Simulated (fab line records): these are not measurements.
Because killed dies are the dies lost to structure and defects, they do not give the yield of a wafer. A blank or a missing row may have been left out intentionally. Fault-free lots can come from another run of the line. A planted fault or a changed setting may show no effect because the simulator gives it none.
Which tool is to blame? / flow nand-harc / 13 lots, 39 wafers sampled, at 5 steps of a route of 1159

WHAT THE GAUGES SHOWED, per wafer
NHARC_P_START_INSPECT_01. Usual: 3.8 for raw-defect-count, sd 2.4.
lot=L647; measured=day 1 12:02; on=defect-inspect-02; raw-defect-count=1 2 2; flag=
lot=L650; measured=day 2 06:02; on=defect-inspect-02; raw-defect-count=4 1 7; flag=
lot=L651; measured=day 2 12:02; on=defect-inspect-01; raw-defect-count=6 8 16; flag=
lot=L652; measured=day 2 18:02; on=defect-inspect-01; raw-defect-count=4 3 6; flag=
lot=L653; measured=day 3 00:02; on=defect-inspect-02; raw-defect-count=3 6 6; flag=
lot=L654; measured=day 3 06:02; on=defect-inspect-02; raw-defect-count=6 3 5; flag=
lot=L655; measured=day 3 12:02; on=defect-inspect-01; raw-defect-count=2 4 3; flag=
lot=L657; measured=day 4 00:02; on=defect-inspect-02; raw-defect-count=3 3 2; flag=
lot=L659; measured=day 4 12:02; on=defect-inspect-01; raw-defect-count=5 3 2; flag=
lot=L660; measured=day 4 18:02; on=defect-inspect-01; raw-defect-count=3 5 4; flag=
lot=L661; measured=day 5 00:02; on=defect-inspect-01; raw-defect-count=5 2 3; flag=
lot=L669; measured=day 7 00:02; on=defect-inspect-01; raw-defect-count=3 3 2; flag=
lot=L670; measured=day 7 06:02; on=defect-inspect-02; raw-defect-count=4 4 5; flag=

NHARC_P_ZERO_WELL_CD_MEAS_24: the cd target is 720 nm. Usual: 720.8 nm for cd-nm, sd 1.9.
lot=L647; measured=day 1 14:29; on=cd-sem-02; cd-nm (nm)=724.4 721.3 721.5; flag=
lot=L650; measured=day 2 08:34; on=cd-sem-02; cd-nm (nm)=717.8 717.8 717.7; flag=
lot=L651; measured=day 2 14:28; on=cd-sem-01; cd-nm (nm)=719.0 719.6 722.3; flag=
lot=L652; measured=day 2 20:34; on=cd-sem-02; cd-nm (nm)=716.3 717.9 718.2; flag=
lot=L653; measured=day 3 02:43; on=cd-sem-01; cd-nm (nm)=722.3 721.2 719.5; flag=
lot=L654; measured=day 3 08:30; on=cd-sem-01; cd-nm (nm)=719.7 720.9 724.7; flag=
lot=L655; measured=day 3 14:37; on=cd-sem-01; cd-nm (nm)=722.1 719.9 717.8; flag=
lot=L657; measured=day 4 02:38; on=cd-sem-02; cd-nm (nm)=722.1 722.2 722.6; flag=
lot=L659; measured=day 4 14:36; on=cd-sem-03; cd-nm (nm)=722.7 723.8 722.8; flag=
lot=L660; measured=day 4 20:28; on=cd-sem-02; cd-nm (nm)=720.7 719.3 720.5; flag=
lot=L661; measured=day 5 02:35; on=cd-sem-01; cd-nm (nm)=723.2 720.0 719.6; flag=
lot=L669; measured=day 7 02:36; on=cd-sem-01; cd-nm (nm)=722.1 721.9 719.3; flag=
lot=L670; measured=day 7 08:36; on=cd-sem-01; cd-nm (nm)=721.0 722.4 720.6; flag=

NHARC_P_ZERO_WELL_CD_MEAS_37: the cd target is 720 nm. Usual: 720.0 nm for cd-nm, sd 1.7.
lot=L647; measured=day 1 16:08; on=cd-sem-01; cd-nm (nm)=718.0 718.5 718.4; flag=
lot=L650; measured=day 2 10:13; on=cd-sem-03; cd-nm (nm)=719.0 718.3 718.6; flag=
lot=L651; measured=day 2 16:08; on=cd-sem-02; cd-nm (nm)=722.8 721.7 720.3; flag=
lot=L652; measured=day 2 22:13; on=cd-sem-03; cd-nm (nm)=718.3 717.5 718.9; flag=
lot=L653; measured=day 3 04:52; on=cd-sem-01; cd-nm (nm)=718.5 717.3 716.6; flag=
lot=L654; measured=day 3 10:01; on=cd-sem-03; cd-nm (nm)=718.5 720.7 721.2; flag=
lot=L655; measured=day 3 16:16; on=cd-sem-03; cd-nm (nm)=721.0 720.8 719.7; flag=
lot=L657; measured=day 4 04:16; on=cd-sem-02; cd-nm (nm)=721.8 721.8 722.4; flag=
lot=L659; measured=day 4 16:14; on=cd-sem-01; cd-nm (nm)=- - -; flag=OFF
lot=L660; measured=day 4 22:08; on=cd-sem-02; cd-nm (nm)=717.5 721.2 720.0; flag=
lot=L661; measured=day 5 04:15; on=cd-sem-02; cd-nm (nm)=719.3 718.5 719.6; flag=
lot=L669; measured=day 7 04:07; on=cd-sem-02; cd-nm (nm)=719.4 722.3 719.6; flag=
lot=L670; measured=day 7 10:16; on=cd-sem-01; cd-nm (nm)=721.0 722.7 720.7; flag=

WHAT TOOL EACH LOT RAN ON (gives the tool, then ch and the chambers of the sampled wafers, and finally the start)
lot=L647; NHARC_P_ZERO_WELL_ETCH_65=rie-diel-07 ch 0,1, day 1 13:31; NHARC_P_ZERO_WELL_EXPOSE_34=krf-scanner-02 ch 0, day 1 15:59
lot=L650; NHARC_P_ZERO_WELL_ETCH_65=rie-diel-07 ch 1,2, day 2 07:35; NHARC_P_ZERO_WELL_EXPOSE_34=krf-scanner-02 ch 0, day 2 10:04
lot=L651; NHARC_P_ZERO_WELL_ETCH_65=rie-diel-03 ch 0,1,2, day 2 13:22; NHARC_P_ZERO_WELL_EXPOSE_34=krf-scanner-01 ch 0, day 2 15:59
lot=L652; NHARC_P_ZERO_WELL_ETCH_65=rie-diel-07 ch 1,3, day 2 19:34; NHARC_P_ZERO_WELL_EXPOSE_34=krf-scanner-02 ch 0, day 2 22:04
lot=L653; NHARC_P_ZERO_WELL_ETCH_65=rie-diel-01 ch 0,1,2, day 3 01:34; NHARC_P_ZERO_WELL_EXPOSE_34=krf-scanner-02 ch 0, day 3 04:43
lot=L654; NHARC_P_ZERO_WELL_ETCH_65=rie-diel-01 ch 0,2, day 3 07:31; NHARC_P_ZERO_WELL_EXPOSE_34=krf-scanner-02 ch 0, day 3 09:51
lot=L655; NHARC_P_ZERO_WELL_ETCH_65=rie-diel-07 ch 0,1,2, day 3 13:30; NHARC_P_ZERO_WELL_EXPOSE_34=krf-scanner-03 ch 0, day 3 16:07
lot=L657; NHARC_P_ZERO_WELL_ETCH_65=rie-diel-07 ch 0,1,3, day 4 01:32; NHARC_P_ZERO_WELL_EXPOSE_34=krf-scanner-01 ch 0, day 4 04:07
lot=L659; NHARC_P_ZERO_WELL_ETCH_65=rie-diel-07 ch 0,1, day 4 13:29; NHARC_P_ZERO_WELL_EXPOSE_34=krf-scanner-02 ch 0, day 4 16:05
lot=L660; NHARC_P_ZERO_WELL_ETCH_65=rie-diel-07 ch 2,3, day 4 19:29; NHARC_P_ZERO_WELL_EXPOSE_34=krf-scanner-03 ch 0, day 4 21:59
lot=L661; NHARC_P_ZERO_WELL_ETCH_65=rie-diel-03 ch 0,3, day 5 01:29; NHARC_P_ZERO_WELL_EXPOSE_34=krf-scanner-01 ch 0, day 5 04:05
lot=L669; NHARC_P_ZERO_WELL_ETCH_65=rie-diel-07 ch 0,2, day 7 01:29; NHARC_P_ZERO_WELL_EXPOSE_34=krf-scanner-02 ch 0, day 7 03:58
lot=L670; NHARC_P_ZERO_WELL_ETCH_65=rie-diel-03 ch 0,1,2, day 7 07:31; NHARC_P_ZERO_WELL_EXPOSE_34=krf-scanner-03 ch 0, day 7 10:07
- NHARC_P_ZERO_WELL_ETCH_65: etches the open film in N2/H2, target depth 80 nm, overetch 24 nm, time 87.88 s.
- NHARC_P_ZERO_WELL_EXPOSE_34: exposes mask P PWELL, target cd 720 nm.

WHAT THE TOOLS THEMSELVES READ (means of the sampled wafers that have a number; where no wafer has one, the mark that the record gives instead)
NHARC_P_ZERO_WELL_ETCH_65. Usual: drypump-motor-current-A 5.6 A, standard deviation 0.56; n2-flow-sccm 150.0 sccm, standard deviation 0.43; oes-product-au 1.003 a.u., standard deviation 0.011; rf-vpp-V 430.7 V, standard deviation 2.7; showerhead-plenum-p-Torr 2.05 Torr, standard deviation 0.09; throttle-valve-pct 14.171 %, standard deviation 0.0084.
lot=L647; tool=rie-diel-07; drypump-motor-current-A (A)=5.2; n2-flow-sccm (sccm)=149.6; oes-product-au (a.u.)=1.011; rf-vpp-V (V)=432.7; showerhead-plenum-p-Torr (Torr)=2.12; throttle-valve-pct (%)=14.173; flag=
lot=L650; tool=rie-diel-07; drypump-motor-current-A (A)=5.4; n2-flow-sccm (sccm)=150.7; oes-product-au (a.u.)=1.006; rf-vpp-V (V)=431.6; showerhead-plenum-p-Torr (Torr)=2.09; throttle-valve-pct (%)=14.175; flag=
lot=L651; tool=rie-diel-03; drypump-motor-current-A (A)=5.6; n2-flow-sccm (sccm)=149.9; oes-product-au (a.u.)=0.997; rf-vpp-V (V)=429.5; showerhead-plenum-p-Torr (Torr)=2.01; throttle-valve-pct (%)=14.168; flag=
lot=L652; tool=rie-diel-07; drypump-motor-current-A (A)=5.3; n2-flow-sccm (sccm)=150.3; oes-product-au (a.u.)=1.008; rf-vpp-V (V)=429.8; showerhead-plenum-p-Torr (Torr)=2.03; throttle-valve-pct (%)=14.172; flag=
lot=L653; tool=rie-diel-01; drypump-motor-current-A (A)=5.8; n2-flow-sccm (sccm)=150.1; oes-product-au (a.u.)=1.004; rf-vpp-V (V)=429.3; showerhead-plenum-p-Torr (Torr)=1.98; throttle-valve-pct (%)=14.166; flag=
lot=L654; tool=rie-diel-01; drypump-motor-current-A (A)=5.4; n2-flow-sccm (sccm)=149.9; oes-product-au (a.u.)=1.002; rf-vpp-V (V)=427.8; showerhead-plenum-p-Torr (Torr)=1.93; throttle-valve-pct (%)=14.159; flag=
lot=L655; tool=rie-diel-07; drypump-motor-current-A (A)=5.3; n2-flow-sccm (sccm)=149.6; oes-product-au (a.u.)=1.002; rf-vpp-V (V)=432.2; showerhead-plenum-p-Torr (Torr)=2.11; throttle-valve-pct (%)=14.169; flag=
lot=L657; tool=rie-diel-07; drypump-motor-current-A (A)=5.2; n2-flow-sccm (sccm)=149.9; oes-product-au (a.u.)=1.012; rf-vpp-V (V)=430.8; showerhead-plenum-p-Torr (Torr)=2.05; throttle-valve-pct (%)=14.172; flag=
lot=L659; tool=rie-diel-07; drypump-motor-current-A (A)=5.3; n2-flow-sccm (sccm)=149.9; oes-product-au (a.u.)=1.018; rf-vpp-V (V)=432.6; showerhead-plenum-p-Torr (Torr)=2.10; throttle-valve-pct (%)=14.170; flag=
lot=L660; tool=rie-diel-07; drypump-motor-current-A (A)=5.3; n2-flow-sccm (sccm)=149.7; oes-product-au (a.u.)=1.001; rf-vpp-V (V)=429.4; showerhead-plenum-p-Torr (Torr)=1.99; throttle-valve-pct (%)=14.171; flag=
lot=L661; tool=rie-diel-03; drypump-motor-current-A (A)=5.6; n2-flow-sccm (sccm)=150.0; oes-product-au (a.u.)=0.994; rf-vpp-V (V)=432.3; showerhead-plenum-p-Torr (Torr)=2.08; throttle-valve-pct (%)=14.164; flag=
lot=L669; tool=rie-diel-07; drypump-motor-current-A (A)=5.3; n2-flow-sccm (sccm)=149.4; oes-product-au (a.u.)=1.001; rf-vpp-V (V)=432.2; showerhead-plenum-p-Torr (Torr)=2.11; throttle-valve-pct (%)=14.170; flag=
lot=L670; tool=rie-diel-03; drypump-motor-current-A (A)=5.6; n2-flow-sccm (sccm)=149.7; oes-product-au (a.u.)=0.999; rf-vpp-V (V)=429.6; showerhead-plenum-p-Torr (Torr)=2.00; throttle-valve-pct (%)=14.171; flag=

NHARC_P_ZERO_WELL_EXPOSE_34. Usual: 0.1 nm for focus-offset-nm, sd 0.54.
lot=L647; tool=krf-scanner-02; focus-offset-nm (nm)=-0.5; flag=
lot=L650; tool=krf-scanner-02; focus-offset-nm (nm)=-0.1; flag=
lot=L651; tool=krf-scanner-01; focus-offset-nm (nm)=-0.4; flag=
lot=L652; tool=krf-scanner-02; focus-offset-nm (nm)=0.5; flag=
lot=L653; tool=krf-scanner-02; focus-offset-nm (nm)=0.7; flag=
lot=L654; tool=krf-scanner-02; focus-offset-nm (nm)=-0.4; flag=
lot=L655; tool=krf-scanner-03; focus-offset-nm (nm)=-0.3; flag=
lot=L657; tool=krf-scanner-01; focus-offset-nm (nm)=-0.2; flag=
lot=L659; tool=krf-scanner-02; focus-offset-nm (nm)=0.3; flag=
lot=L660; tool=krf-scanner-03; focus-offset-nm (nm)=0.0; flag=
lot=L661; tool=krf-scanner-01; focus-offset-nm (nm)=0.6; flag=
lot=L669; tool=krf-scanner-02; focus-offset-nm (nm)=0.4; flag=
lot=L670; tool=krf-scanner-03; focus-offset-nm (nm)=0.7; flag=

THE ANSWER, worked out from the rows above alone
Rule: a lot counts as off when the mean over its wafers that have a number is more than 3 standard deviations away from the usual mean. A lot without any number at a reading at which 4 lots or more have one is off too. Where the step has rows for the other lots, those lots are counted as sound. Order of review: gauges by route order, followed by the tools' own readings, for which a lot's mean as printed above is used. The first step at which some lot is off is used, and at that step the reading that is off furthest; a lot without a number counts as furthest.
Off: L659 (NHARC_P_ZERO_WELL_CD_MEAS_37, cd-nm). Without a number there: L659.
A tool fits if, at a process step before that reading, it ran every lot that is off, and no sound lot after the first of them. Gauges at NHARC_P_ZERO_WELL_CD_MEAS_37: tried the same way as those tools. Not one of the candidates tried fits.

WHAT WAS PUT IN BY THE SIMULATOR
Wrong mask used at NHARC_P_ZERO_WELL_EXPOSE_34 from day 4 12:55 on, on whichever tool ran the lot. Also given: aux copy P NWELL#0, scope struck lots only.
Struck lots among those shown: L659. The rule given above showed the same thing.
